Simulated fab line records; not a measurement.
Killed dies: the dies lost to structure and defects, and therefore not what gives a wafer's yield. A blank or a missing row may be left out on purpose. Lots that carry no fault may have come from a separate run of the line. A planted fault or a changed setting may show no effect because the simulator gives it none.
Which of the tools did it?    flow nand_harc    14 lots, 42 wafers sampled, at 1 step of a route of 1302

== WHAT THE GAUGES READ, wafer by wafer ==
NHARC_A_SLIT_CD_MEAS_21. Usual: cd_nm at 289.8 nm, with a standard deviation of 0.95.
lot   measured      on         cd_nm (nm)         flag
L335  day 20 10:28  cd_sem-03  289.8 290.0 291.6  
L334  day 20 12:08  cd_sem-02  287.8 287.0 287.4  
L337  day 21 08:47  cd_sem-02  288.8 289.2 288.0  
L338  day 22 07:56  cd_sem-01  291.1 290.5 291.0  
L339  day 22 08:36  cd_sem-03  288.8 290.4 288.7  
L342  day 23 17:28  cd_sem-03  289.6 290.5 289.7  
L340  day 24 06:57  cd_sem-01  289.1 290.3 289.1  
L341  day 24 10:42  cd_sem-02  289.1 290.2 289.9  
L349  day 27 01:08  cd_sem-03  290.0 290.8 290.1  
L351  day 27 15:56  cd_sem-03  290.5 290.6 289.7  
L350  day 27 16:10  cd_sem-03  289.9 289.1 291.2  
L352  day 27 23:58  cd_sem-02  289.9 289.8 289.8  
L354  day 28 22:53  cd_sem-02  289.9 290.4 289.4  
L356  day 29 15:25  cd_sem-01  289.0 290.2 290.5  

== WHAT TOOL EACH LOT RAN ON (gives the tool, then ch and the chambers of the sampled wafers, and finally the start) ==
There is no process step in the record ahead of these readings.

== WHAT THE TOOLS THEMSELVES READ (means of the sampled wafers that have a number; where no wafer has one, the mark that the record gives instead) ==
The record holds no such reading with a usual standard deviation.

== THE ANSWER, worked out from the rows above alone ==
Rule: a lot counts as off when the mean over its wafers that have a number is more than 3 standard deviations away from the usual mean. Also off: a lot with no number at a reading for which 4 or more lots have one. All remaining lots with rows at the step are treated as sound. First the gauges in route order, then the tools' own readings, where a lot's mean is used as printed above. The first step at which some lot is off is used, and at that step the reading that is off furthest; a lot without a number counts as furthest.
No lot is off on any of the readings shown, so nothing can be concluded from this.

== WHAT THE SIMULATOR PUT IN ==
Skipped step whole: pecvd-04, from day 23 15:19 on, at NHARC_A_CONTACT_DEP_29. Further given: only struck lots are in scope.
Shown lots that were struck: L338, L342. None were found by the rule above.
